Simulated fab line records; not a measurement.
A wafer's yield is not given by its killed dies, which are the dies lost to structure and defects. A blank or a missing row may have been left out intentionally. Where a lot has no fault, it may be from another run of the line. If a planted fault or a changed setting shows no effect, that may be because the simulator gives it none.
3 desks looking at one fault / flow nand harc / what lay behind the numbers comes last; until then each desk has only its own

## METROLOGY DESK
What the gauges read for every lot (on any tool): the sampled wafers with a number, averaged. A lot is out of limits, marked OUT, if its mean lies more than 4 standard deviations from the usual mean; the brackets give that distance.
Columns: A = cd nm at NHARC_A_SGD_CUT_CD_MEAS_09, usual 100.0 nm
lot=L763; first seen here=day 20 01:50; A=100.4
lot=L764; first seen here=day 20 08:43; A=100.6
lot=L769; first seen here=day 21 16:44; A=100.1
lot=L771; first seen here=day 23 04:48; A=100.1
lot=L772; first seen here=day 23 14:04; A=100.0
lot=L777; first seen here=day 25 07:21; A=100.5
lot=L779; first seen here=day 26 16:36; A=99.6
lot=L780; first seen here=day 27 04:41; A=100.2
lot=L783; first seen here=day 27 10:25; A=99.9
lot=L782; first seen here=day 27 10:47; A=99.1
lot=L784; first seen here=day 28 11:15; A=99.6
lot=L786; first seen here=day 28 17:38; A=99.8
lot=L785; first seen here=day 29 00:01; A=99.1
This desk's finding: nothing out of limits on any of the 13 lots.

## AT THE TOOL OWNER'S DESK: rie diel-11
The tool's own readings at NHARC_A_SGD_CUT_ETCH_59 (etches the open film in N2/H2, target depth 260 nm, time 406.25 s): means of the sampled wafers that have a number, for each lot that ran on this tool. A lot is out of limits, marked OUT, if its mean lies more than 4 standard deviations from the usual mean; the brackets give that distance.
Columns: A = chamber pressure mTorr at NHARC_A_SGD_CUT_ETCH_59, usual 30.004 mTorr; B = drypump motor current A at NHARC_A_SGD_CUT_ETCH_59, usual 5.6 A; C = oes product au at NHARC_A_SGD_CUT_ETCH_59, usual 1.001 a.u.; D = rf vpp V at NHARC_A_SGD_CUT_ETCH_59, usual 429.6 V; E = showerhead plenum p Torr at NHARC_A_SGD_CUT_ETCH_59, usual 2.01 Torr; F = throttle valve pct at NHARC_A_SGD_CUT_ETCH_59, usual 14.172 %
lot=L763; first seen here=day 20 02:12; A=30.005; B=5.9; C=1.003; D=427.9; E=1.94; F=14.178
lot=L769; first seen here=day 21 17:11; A=30.004; B=5.6; C=0.994; D=430.2; E=2.03; F=14.172
lot=L771; first seen here=day 23 05:11; A=30.023; B=5.4; C=0.950 (-5.1) OUT; D=431.8; E=2.06; F=14.176
lot=L772; first seen here=day 23 14:25; A=29.984; B=5.4; C=0.957 (-4.4) OUT; D=431.6; E=2.05; F=14.176
lot=L780; first seen here=day 27 05:02; A=30.014; B=5.6; C=1.005; D=429.5; E=2.03; F=14.176
lot=L782; first seen here=day 27 11:09; A=30.002; B=5.5; C=1.000; D=428.9; E=2.00; F=14.164
lot=L784; first seen here=day 28 11:39; A=30.002; B=5.7; C=0.991; D=428.5; E=1.97; F=14.170
lot=L786; first seen here=day 28 18:05; A=30.008; B=5.6; C=1.005; D=430.3; E=2.03; F=14.169
This desk's finding: out of limits on L771, L772; first on L771, day 23 05:11 (oes product au at NHARC_A_SGD_CUT_ETCH_59). Within limits: L763, L769, L780, L782, L784, L786.

## THE DEFECT DESK
Lot by lot, what the route's inspections counted, given as the mean of those sampled wafers with a number. A lot is out of limits, marked OUT, if its mean lies more than 4 standard deviations from the usual mean; the brackets give that distance.
Columns: A = raw defect count at NHARC_A_SGD_CUT_INSPECT_25, usual 394
lot=L763; first seen here=day 20 08:29; A=330
lot=L764; first seen here=day 20 15:31; A=367
lot=L769; first seen here=day 21 23:31; A=421
lot=L771; first seen here=day 23 11:27; A=444
lot=L772; first seen here=day 23 20:52; A=256
lot=L777; first seen here=day 25 15:12; A=386
lot=L779; first seen here=day 26 23:24; A=641
lot=L780; first seen here=day 27 10:23; A=355
lot=L782; first seen here=day 27 17:13; A=325
lot=L783; first seen here=day 27 17:14; A=314
lot=L784; first seen here=day 28 21:14; A=323
lot=L786; first seen here=day 29 00:18; A=394
lot=L785; first seen here=day 29 06:50; A=432
This desk's finding: nothing out of limits on any of the 13 lots.

## TAKEN TOGETHER
At day 23 05:11, on L771, L772, the tool owner's desk was in a position to raise an alarm.
From the metrology desk's view, nothing was out of limits.
Nothing the defect desk looked at was out of limits.
The metrology desk holds a record of L771, L772, inside its limits.
The defect desk has L771, L772 on record, within its limits.
On rie diel-11, each named lot ran NHARC_A_SGD_CUT_ETCH_59.

## WHAT HAD BEEN PUT IN BY THE SIMULATOR
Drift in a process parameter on rie diel-11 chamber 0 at NHARC_A_SGD_CUT_ETCH_59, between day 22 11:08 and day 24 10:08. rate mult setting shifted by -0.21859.
Struck lots among those shown: L771, L772.
Hours from the fault's start to each desk's first reading out of limits: the tool owner's desk, 18.
